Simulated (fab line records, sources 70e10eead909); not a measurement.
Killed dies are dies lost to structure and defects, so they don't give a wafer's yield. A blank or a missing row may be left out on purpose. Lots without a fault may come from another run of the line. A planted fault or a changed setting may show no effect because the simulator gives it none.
Which tool did it? | flow nand_harc | 11 lots, 33 wafers sampled, at 5 steps of a route of 1302

WHAT THE GAUGES READ, wafer by wafer
NHARC_END_SORT_01. Usual: killed_at_array 59, standard deviation 24; killed_at_other 0.7, standard deviation 1.2; killed_at_periphery 3.5, standard deviation 2.6; killed_dies 63, standard deviation 24; killed_open 3.2, standard deviation 2.1; killed_short 2.4, standard deviation 1.5.
lot  | measured     | on        | killed_at_array | killed_at_other | killed_at_periphery | killed_dies | killed_open | killed_short | flag
L828 | day 28 20:40 | prober-01 | 60              | 3               | 3                   | 66          | 1           | 2            |
L836 | day 32 23:23 | prober-01 | 671 675 673     | 1 0 1           | 5 2 3               | 677 677 677 | 8 1 4       | 1 2 2        | OFF
L837 | day 32 01:13 | prober-01 | 670 676 676     | 2 0 0           | 5 1 1               | 677 677 677 | 6 6 2       | 1 6 0        | OFF

WHICH TOOL RAN EACH LOT (tool, then ch and the chambers of the sampled wafers, then the start)
lot  | NHARC_A_CHANNEL_FILL_D2_ALD_16   | NHARC_A_CHANNEL_FILL_D2_STRIP_28   | NHARC_A_STAIRCASE_ETCH_169         | NHARC_A_STAIRCASE_TRIM_12
L819 | ald_hk-03 ch 1,2, day 14 02:49   | rie_diel-08 ch 1,2, day 14 15:55   | rie_diel-13 ch 1,2, day 15 16:47   | rie_diel-05 ch 1,2,3, day 15 19:30
L820 | ald_hk-01 ch 0,1,2, day 14 11:37 | rie_diel-08 ch 0,3, day 14 23:41   | rie_diel-05 ch 0,2,3, day 16 00:45 | rie_diel-05 ch 0,3, day 16 02:34
L822 | ald_hk-04 ch 1,3, day 14 21:04   | rie_diel-08 ch 2,3, day 15 09:05   | rie_diel-13 ch 1,2, day 16 09:21   | rie_diel-01 ch 0,2,3, day 16 11:05
L828 | ald_hk-03 ch 0,2,3, day 17 22:55 | rie_diel-08 ch 1,2,3, day 18 11:41 | rie_diel-05 ch 1,2,3, day 19 13:37 | rie_diel-13 ch 0,1,3, day 19 15:22
L836 | ald_hk-03 ch 0,1,2, day 21 10:06 | rie_diel-04 ch 2,3, day 21 22:10   | rie_diel-01 ch 0,3, day 22 23:24   | rie_diel-13 ch 1,3, day 23 01:23
L837 | ald_hk-03 ch 0,1,3, day 21 22:02 | rie_diel-08 ch 0,1,2, day 22 09:44 | rie_diel-13 ch 0,1,3, day 23 12:25 | rie_diel-13 ch 0,1,2, day 23 14:06
L838 | ald_hk-01 ch 1,2, day 22 10:50   | rie_diel-08 ch 0,2,3, day 22 23:31 | rie_diel-01 ch 2,3, day 24 04:43   | rie_diel-05 ch 0,1,2, day 24 06:38
L839 | ald_hk-01 ch 0,3, day 22 14:44   | rie_diel-03 ch 0,2, day 23 03:21   | rie_diel-01 ch 0,3, day 24 04:14   | rie_diel-05 ch 0,3, day 24 06:05
L840 | ald_hk-03 ch 0,3, day 22 14:46   | rie_diel-08 ch 0,2,3, day 23 03:22 | rie_diel-01 ch 1,2, day 24 04:32   | rie_diel-13 ch 2,3, day 24 06:25
L841 | ald_hk-03 ch 0,1,3, day 23 08:13 | rie_diel-04 ch 0,1,3, day 23 20:12 | rie_diel-01 ch 0,1,2, day 24 22:45 | rie_diel-13 ch 0,1,3, day 25 00:40
L842 | ald_hk-04 ch 0,1,2, day 24 00:05 | rie_diel-08 ch 0,1,2, day 24 13:04 | rie_diel-01 ch 0,2, day 25 14:51   | rie_diel-01 ch 0,2, day 25 17:11
- NHARC_A_CHANNEL_FILL_D2_ALD_16: deposits SiO2, target thk 1.5 nm, pulse time 10 s, ald cycles 15.
- NHARC_A_CHANNEL_FILL_D2_STRIP_28: strips in O2, time 20 s.
- NHARC_A_STAIRCASE_ETCH_169: etches the open film in CH3F/O2, target depth 50 nm, time 107.1 s.
- NHARC_A_STAIRCASE_TRIM_12: chemistry O2, time 211.2 s.

WHAT THE TOOLS THEMSELVES READ (means of the sampled wafers that have a number; where no wafer has one, the mark that the record gives instead)
NHARC_A_CHANNEL_FILL_D2_ALD_16. Usual: heater_power_w 485 W, standard deviation 79; precursor_pulse_height_rel 1.002, standard deviation 0.019.
lot  | tool      | heater_power_w (W) | precursor_pulse_height_rel | flag
L819 | ald_hk-03 | 514                | 1.000                      |
L820 | ald_hk-01 | 484                | 1.004                      |
L822 | ald_hk-04 | 487                | 1.011                      |
L828 | ald_hk-03 | 526                | 0.982                      |
L836 | ald_hk-03 | 511                | 1.005                      |
L837 | ald_hk-03 | 444                | 0.997                      |
L838 | ald_hk-01 | 537                | 0.993                      |
L839 | ald_hk-01 | 423                | 1.005                      |
L840 | ald_hk-03 | 428                | 1.026                      |
L841 | ald_hk-03 | 441                | 0.994                      |
L842 | ald_hk-04 | 487                | 1.002                      |

NHARC_A_CHANNEL_FILL_D2_STRIP_28. Usual: chamber_pressure_mTorr 60.00 mTorr, standard deviation 0.054; drypump_motor_current_A 5.9 A, standard deviation 0.57; oes_product_au 1.003 a.u., standard deviation 0.01; rf_vpp_V 57.8 V, standard deviation 0.77; showerhead_plenum_p_Torr 3.55 Torr, standard deviation 0.14; throttle_valve_pct 17.036 %, standard deviation 0.0097.
lot  | tool        | chamber_pressure_mTorr (mTorr) | drypump_motor_current_A (A) | oes_product_au (a.u.) | rf_vpp_V (V) | showerhead_plenum_p_Torr (Torr) | throttle_valve_pct (%) | flag
L819 | rie_diel-08 | 59.99                          | 5.1                         | 0.999                 | 57.8         | 3.69                            | 17.033                 |
L820 | rie_diel-08 | 60.04                          | 6.3                         | 1.013                 | 58.0         | 3.37                            | 17.035                 |
L822 | rie_diel-08 | 60.02                          | 5.4                         | 0.989                 | 58.1         | 3.62                            | 17.046                 |
L828 | rie_diel-08 | 60.00                          | 5.8                         | 1.007                 | 57.6         | 3.59                            | 17.029                 |
L836 | rie_diel-04 | 60.00                          | 6.0                         | 1.000                 | 57.5         | 3.63                            | 17.035                 |
L837 | rie_diel-08 | 60.00                          | 5.6                         | 1.002                 | 57.7         | 3.56                            | 17.035                 |
L838 | rie_diel-08 | 59.99                          | 5.8                         | 1.017                 | 57.7         | 3.49                            | 17.038                 |
L839 | rie_diel-03 | 60.04                          | 5.4                         | 1.005                 | 58.9         | 3.69                            | 17.029                 |
L840 | rie_diel-08 | 60.00                          | 5.8                         | 1.004                 | 57.1         | 3.49                            | 17.045                 |
L841 | rie_diel-04 | 60.02                          | 6.1                         | 0.997                 | 57.5         | 3.59                            | 17.033                 |
L842 | rie_diel-08 | 59.99                          | 5.6                         | 1.010                 | 57.6         | 3.56                            | 17.039                 |

NHARC_A_STAIRCASE_ETCH_169. Usual: bias_w 100.0 W, standard deviation 0.3; ch3f_flow_sccm 50.00 sccm, standard deviation 0.14; chamber_pressure_mTorr 25.001 mTorr, standard deviation 0.023; drypump_motor_current_A 5.6 A, standard deviation 0.43; oes_product_au 0.962 a.u., standard deviation 0.015; rf_vpp_V 244.4 V, standard deviation 1.9; showerhead_plenum_p_Torr 2.46 Torr, standard deviation 0.11; throttle_valve_pct 20.663 %, standard deviation 0.009.
lot  | tool        | bias_w (W) | ch3f_flow_sccm (sccm) | chamber_pressure_mTorr (mTorr) | drypump_motor_current_A (A) | oes_product_au (a.u.) | rf_vpp_V (V) | showerhead_plenum_p_Torr (Torr) | throttle_valve_pct (%) | flag
L819 | rie_diel-13 | 100.3      | 50.03                 | 24.992                         | 5.5                         | 0.940                 | 243.8        | 2.40                            | 20.664                 |
L820 | rie_diel-05 | 100.0      | 50.08                 | 25.008                         | 5.8                         | 0.950                 | 245.2        | 2.49                            | 20.662                 |
L822 | rie_diel-13 | 100.1      | 49.87                 | 25.000                         | 5.6                         | 0.977                 | 243.0        | 2.41                            | 20.671                 |
L828 | rie_diel-05 | 99.8       | 49.92                 | 24.998                         | 5.7                         | 0.937                 | 242.5        | 2.38                            | 20.671                 |
L836 | rie_diel-01 | -          | -                     | -                              | -                           | -                     | -            | -                               | -                      | OFF
L837 | rie_diel-13 | -          | -                     | -                              | -                           | -                     | -            | -                               | -                      | OFF
L838 | rie_diel-01 | 100.0      | 49.90                 | 25.005                         | 5.4                         | 0.948                 | 244.1        | 2.47                            | 20.666                 |
L839 | rie_diel-01 | 99.9       | 49.97                 | 25.010                         | 5.3                         | 0.973                 | 244.3        | 2.44                            | 20.664                 |
L840 | rie_diel-01 | 99.9       | 50.00                 | 25.001                         | 6.1                         | 0.964                 | 245.6        | 2.60                            | 20.663                 |
L841 | rie_diel-01 | 100.2      | 49.96                 | 25.020                         | 5.9                         | 0.969                 | 246.3        | 2.55                            | 20.661                 |
L842 | rie_diel-01 | 100.0      | 50.14                 | 25.004                         | 5.8                         | 0.962                 | 245.6        | 2.54                            | 20.671                 |

NHARC_A_STAIRCASE_TRIM_12. Usual: chamber_pressure_mTorr 60.00 mTorr, standard deviation 0.056; drypump_motor_current_A 5.6 A, standard deviation 0.4; oes_product_au 1.001 a.u., standard deviation 0.0087; rf_vpp_V 58.0 V, standard deviation 0.92; showerhead_plenum_p_Torr 3.51 Torr, standard deviation 0.17; throttle_valve_pct 17.036 %, standard deviation 0.0091.
lot  | tool        | chamber_pressure_mTorr (mTorr) | drypump_motor_current_A (A) | oes_product_au (a.u.) | rf_vpp_V (V) | showerhead_plenum_p_Torr (Torr) | throttle_valve_pct (%) | flag
L819 | rie_diel-05 | 60.00                          | 5.7                         | 0.993                 | 57.5         | 3.44                            | 17.043                 |
L820 | rie_diel-05 | 59.98                          | 5.5                         | 1.004                 | 57.7         | 3.74                            | 17.036                 |
L822 | rie_diel-01 | 59.99                          | 5.5                         | 0.991                 | 58.0         | 3.60                            | 17.046                 |
L828 | rie_diel-13 | 59.99                          | 5.5                         | 0.996                 | 58.0         | 3.40                            | 17.035                 |
L836 | rie_diel-13 | 59.98                          | 5.7                         | 1.007                 | 56.7         | 3.43                            | 17.035                 |
L837 | rie_diel-13 | 60.01                          | 5.5                         | 1.002                 | 57.2         | 3.39                            | 17.025                 |
L838 | rie_diel-05 | 59.99                          | 5.8                         | 0.998                 | 58.3         | 3.45                            | 17.037                 |
L839 | rie_diel-05 | 60.07                          | 5.4                         | 1.012                 | 58.7         | 3.70                            | 17.038                 |
L840 | rie_diel-13 | 59.96                          | 5.6                         | 1.012                 | 57.6         | 3.45                            | 17.045                 |
L841 | rie_diel-13 | 60.02                          | 5.5                         | 0.999                 | 57.4         | 3.37                            | 17.034                 |
L842 | rie_diel-01 | 60.01                          | 5.6                         | 1.000                 | 58.0         | 3.59                            | 17.032                 |

THE ANSWER, worked out from the rows above alone
Rule: a lot is off if the mean of its wafers that have a number lies more than 3 standard deviations from the usual mean. A lot without any number at a reading at which 4 lots or more have one is off too. The other lots that the step has rows for count as sound. The gauges are gone through in route order, then the tools' own readings, and for those a lot's mean is taken as printed above. The first step at which some lot is off is used, and at that step the reading that is off furthest; a lot without a number counts as furthest.
Off: L836, L837, at NHARC_END_SORT_01 (killed_at_array). Neither off nor sound, because the step has no rows for them: L819, L820, L822, L838, L839, L840, L841, L842.
A tool fits if, at a process step before that reading, it ran every lot that is off, and no sound lot after the first of them. The gauges at NHARC_END_SORT_01 aren't tried: what is off there is off at NHARC_A_STAIRCASE_ETCH_169 too, on other tools, and a gauge's error can't cause that. Can't be told from this: 2 tools fit, ald_hk-03 at NHARC_A_CHANNEL_FILL_D2_ALD_16, rie_diel-13 at NHARC_A_STAIRCASE_TRIM_12.

WHAT THE SIMULATOR HAD PUT IN
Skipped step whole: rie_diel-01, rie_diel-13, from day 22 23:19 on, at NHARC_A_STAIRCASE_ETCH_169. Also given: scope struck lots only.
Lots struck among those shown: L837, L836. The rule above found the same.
